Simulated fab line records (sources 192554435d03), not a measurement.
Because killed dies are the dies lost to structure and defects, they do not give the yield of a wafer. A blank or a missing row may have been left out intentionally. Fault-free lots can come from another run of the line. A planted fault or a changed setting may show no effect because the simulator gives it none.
Struck lot and sound lot, side by side / flow n5Finfet / 18 out of 1938 route steps
Sound: these wafers, L982.1, L982.4, L982.5. Struck: wafer L991.2. (L991.1, L991.5 of the same lot were not struck and are left out.) The cause comes at the end.
At each step with rows: each side's tool, then ch and its chambers, then its first start. Under that, the readings that differ: sound wafers / struck wafers / difference of the means / sigmas: that difference in standard deviations of wafers without a fault.
alike: readings with means less than 2 such deviations apart, plus words and numbers identical on both sides. not compared: withheld readings, readings lacking a value on some wafer, bounds such as >300 that could conceal the same value, and numbers that have no deviation in the record and whose values overlap.
The two part at a step that has a row with sigmas, a row that says differs or no value, or rows on one side only. When numbers do not overlap yet have no deviation, they are printed without sigmas and do not part them. A reading that every wafer of one side lacks parts them only if that side has two wafers or more.

first, 6 steps without rows for these wafers: N5_BEOL_M6_COAT_22 (resist thk 30 nm); N5_BEOL_M6_EBR_24; N5_BEOL_M6_SOFTBAKE_23 (time 60 s); N5_BEOL_M6_EXPOSE_25 (exposes mask V5, target cd 40 nm); N5_BEOL_M6_PEB_26 (peb time 60 s); N5_BEOL_M6_DEVELOP_27 (develop time 30 s).
N5_BEOL_M6_CD_MEAS_28: the cd target is 40 nm.
  sound on cdSem-01 ch 0, day 9 21:35; struck on cdSem-03 ch 0, day 11 16:37
  alike: cdNm
N5_BEOL_M6_OVL_MEAS_29:
  sound on overlay-02 ch 0, day 9 21:37; struck on overlay-02 ch 0, day 11 16:38
  alike: V5_OVL
N5_BEOL_M6_INSPECT_30: inspects for defects (brightfield).
  sound: defectInspect-02 at day 9 21:41; struck: defectInspect-01 at day 11 16:42
  alike: rawDefectCount
N5_BEOL_M6_DESCUM_33: chemistry O2, time 7 s.
  sound on rieDiel-06 ch 1,2,3, day 9 22:50; struck on rieDiel-06 ch 2, day 11 16:50
reading=chamberPressureMTorr (mTorr); sound=20.010 19.994 20.019; struck=19.968; difference=-0.040; sigmas=-2
  alike: drypumpMotorCurrentA, oesProductAu, rfVppV, showerheadPlenumPTorr, tempC, throttleValvePct
  not compared: rfHoursCounterH
N5_BEOL_M6_ETCH_72: etches underlayer in N2/H2, target depth 6.5 nm, time 5.2 s.
  sound on rieDiel-06 ch 1,2,3, day 9 22:52; struck on rieDiel-06 ch 2, day 11 16:52
reading=chamberPressureMTorr (mTorr); sound=29.94 30.09 30.04; struck=29.92; difference=-0.10; sigmas=-2
  alike: drypumpMotorCurrentA, etchRfOnTimeS, oesProductAu, rfFwdPowerW, rfVppV, showerheadPlenumPTorr, throttleValvePct
  not compared: rfHoursCounterH
N5_BEOL_M6_ETCH_65: etches SiARC in CF4, target depth 15.6 nm, time 26 s.
  sound on rieDiel-06 ch 1,2,3, day 9 22:53; struck on rieDiel-06 ch 2, day 11 16:53
reading=cf4FlowSccm (sccm); sound=100.04 99.64 100.34; struck=100.85; difference=+0.84; sigmas=+3
  alike: chamberPressureMTorr, drypumpMotorCurrentA, etchRfOnTimeS, oesProductAu, rfFwdPowerW, rfVppV, showerheadPlenumPTorr, throttleValvePct
  not compared: rfHoursCounterH
N5_BEOL_M6_ETCH_66: etches SOC in N2/H2, target depth 80 nm, overetch 16 nm, time 120 s.
  sound on rieDiel-06 ch 1,2,3, day 9 22:55; struck on rieDiel-06 ch 2, day 11 16:55
reading=chamberPressureMTorr (mTorr); sound=29.985 29.982 30.001; struck=30.048; difference=+0.059; sigmas=+2
reading=rfFwdPowerW (W); sound=835.3 835.4 834.6; struck=1037.0; difference=+201.9; sigmas=+72
reading=rfVppV (V); sound=526.6 522.4 527.4; struck=492.3; difference=-33.2; sigmas=-11
reading=tempC (C); sound=40.08 39.88 39.99; struck=40.20; difference=+0.22; sigmas=+2
reading=model.SiARC_of_BEOL_M6_COAT_64.thkNm (nm); sound=6.4 6.2 6.6; struck=5.8; difference=-0.6; sigmas=
reading=model.BEOL_M6.cdNm (nm); sound=40 39.8 40; struck=40.6; difference=+0.7; sigmas=
  alike: drypumpMotorCurrentA, oesProductAu, showerheadPlenumPTorr, throttleValvePct
  not compared: rfHoursCounterH
then, 2 steps without rows for these wafers: N5_BEOL_M6_STRIP_69 (strips in N2/H2); N5_BEOL_M6_STRIP_73 (strips in N2/H2).
N5_BEOL_M6_VIA_ETCH_34: etches SiCOH lowk in C4F6/O2, target depth 126.3 nm, time 50.9 s.
  sound on rieDiel-06 ch 1,2,3, day 9 23:01; struck on rieDiel-06 ch 2, day 11 17:01
reading=model.BEOL_M6.cdNm (nm); sound=40 39.8 40; struck=40.6; difference=+0.7; sigmas=
  alike: C4F6_flow_sccm, chamberPressureMTorr, drypumpMotorCurrentA, oesProductAu, rfFwdPowerW, rfVppV, showerheadPlenumPTorr, throttleValvePct
  not compared: rfHoursCounterH
then, 2 steps without rows for these wafers: N5_BEOL_M6_STRIP_76 (strips in C4F6/O2); N5_PASSIVATION_PROBE_49.

WHERE THEY PART
Last at N5_BEOL_M6_ETCH_66 as far as this record goes, first at N5_BEOL_M6_DESCUM_33. Later steps at which nothing parts them and some readings are alike: N5_BEOL_M6_VIA_ETCH_34.

WHY: whatever the simulator had introduced
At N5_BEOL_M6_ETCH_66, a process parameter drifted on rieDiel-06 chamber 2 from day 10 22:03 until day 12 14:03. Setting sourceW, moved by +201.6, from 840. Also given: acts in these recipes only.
